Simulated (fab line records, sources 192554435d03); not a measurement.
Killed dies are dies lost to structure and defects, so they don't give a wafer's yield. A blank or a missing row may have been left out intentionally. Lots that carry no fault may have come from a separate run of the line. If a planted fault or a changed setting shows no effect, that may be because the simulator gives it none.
Chamber matching / flow n5 finfet / pecvd-04 running N5_PASSIVATION_PECVD_00: 3 sister chambers
The step deposits SiO2 from SiH4/N2O, target thk 200 nm, time 11.2 s. 18 wafers are shown with their chamber, then 9 later ones without.

EACH WAFER AND ITS CHAMBER
wafer=L075.2; chamber=1; throttle valve pct (%)=52; showerhead plenum p Torr (Torr)=8.02; heater power w (W)=407
wafer=L075.4; chamber=0; throttle valve pct (%)=48; showerhead plenum p Torr (Torr)=8.16; heater power w (W)=878
wafer=L075.6; chamber=2; throttle valve pct (%)=49; showerhead plenum p Torr (Torr)=8.24; heater power w (W)=665
wafer=L084.1; chamber=1; throttle valve pct (%)=52; showerhead plenum p Torr (Torr)=8.03; heater power w (W)=459
wafer=L084.2; chamber=0; throttle valve pct (%)=48; showerhead plenum p Torr (Torr)=8.15; heater power w (W)=727
wafer=L084.3; chamber=0; throttle valve pct (%)=48; showerhead plenum p Torr (Torr)=8.15; heater power w (W)=750
wafer=L084.4; chamber=1; throttle valve pct (%)=53; showerhead plenum p Torr (Torr)=8.03; heater power w (W)=458
wafer=L084.5; chamber=1; throttle valve pct (%)=53; showerhead plenum p Torr (Torr)=8.04; heater power w (W)=463
wafer=L084.6; chamber=0; throttle valve pct (%)=48; showerhead plenum p Torr (Torr)=8.15; heater power w (W)=779
wafer=L088.1; chamber=0; throttle valve pct (%)=48; showerhead plenum p Torr (Torr)=8.12; heater power w (W)=709
wafer=L088.3; chamber=2; throttle valve pct (%)=49; showerhead plenum p Torr (Torr)=8.25; heater power w (W)=662
wafer=L088.6; chamber=0; throttle valve pct (%)=48; showerhead plenum p Torr (Torr)=8.16; heater power w (W)=745
wafer=L091.4; chamber=2; throttle valve pct (%)=49; showerhead plenum p Torr (Torr)=8.25; heater power w (W)=663
wafer=L091.5; chamber=1; throttle valve pct (%)=52; showerhead plenum p Torr (Torr)=8.01; heater power w (W)=521
wafer=L091.6; chamber=0; throttle valve pct (%)=48; showerhead plenum p Torr (Torr)=8.17; heater power w (W)=729
wafer=L090.2; chamber=1; throttle valve pct (%)=52; showerhead plenum p Torr (Torr)=8.05; heater power w (W)=535
wafer=L090.5; chamber=0; throttle valve pct (%)=48; showerhead plenum p Torr (Torr)=8.16; heater power w (W)=824
wafer=L090.6; chamber=1; throttle valve pct (%)=53; showerhead plenum p Torr (Torr)=8.03; heater power w (W)=412

SIGNATURES (means of the wafers above)
reading=throttle valve pct; chamber 0=48.00; chamber 1=52.43; chamber 2=49.00; scatter within a chamber=0.338
reading=showerhead plenum p Torr; chamber 0=8.1525; chamber 1=8.0300; chamber 2=8.2467; scatter within a chamber=0.0132
reading=heater power w; chamber 0=767.62; chamber 1=465.00; chamber 2=663.33; scatter within a chamber=49.8
Rule: a wafer's distance from a chamber is the root of the sum, over the readings, of the square of ((its reading less the chamber's mean) divided by the reading's scatter). The wafer belongs to the nearest chamber; if the next one is less than 2 further off, it can't be placed. The scatter is the square root of a quotient: the sum, over the shown wafers, of each reading's squared deviation from its chamber's mean, divided by wafers minus chambers.

WAFERS WHOSE CHAMBER IS MISSING
wafer=L093.3; throttle valve pct (%)=53; showerhead plenum p Torr (Torr)=8.02; heater power w (W)=466
wafer=L093.5; throttle valve pct (%)=47; showerhead plenum p Torr (Torr)=8.16; heater power w (W)=803
wafer=L093.6; throttle valve pct (%)=52; showerhead plenum p Torr (Torr)=8.02; heater power w (W)=480
wafer=L095.3; throttle valve pct (%)=49; showerhead plenum p Torr (Torr)=8.23; heater power w (W)=599
wafer=L095.4; throttle valve pct (%)=48; showerhead plenum p Torr (Torr)=8.16; heater power w (W)=716
wafer=L095.5; throttle valve pct (%)=49; showerhead plenum p Torr (Torr)=8.24; heater power w (W)=625
wafer=L096.3; throttle valve pct (%)=53; showerhead plenum p Torr (Torr)=8.02; heater power w (W)=508
wafer=L096.5; throttle valve pct (%)=49; showerhead plenum p Torr (Torr)=8.26; heater power w (W)=660
wafer=L096.6; throttle valve pct (%)=48; showerhead plenum p Torr (Torr)=8.16; heater power w (W)=793

EACH ONE'S CHAMBER
wafer=L093.3; from the rows above=1; in truth=1
wafer=L093.5; from the rows above=0; in truth=0
wafer=L093.6; from the rows above=1; in truth=1
wafer=L095.3; from the rows above=2; in truth=2
wafer=L095.4; from the rows above=0; in truth=0
wafer=L095.5; from the rows above=2; in truth=2
wafer=L096.3; from the rows above=1; in truth=1
wafer=L096.5; from the rows above=2; in truth=2
wafer=L096.6; from the rows above=0; in truth=0
9 of 9 placed correctly. Not placeable from these rows: 0. 0 placed wrongly.
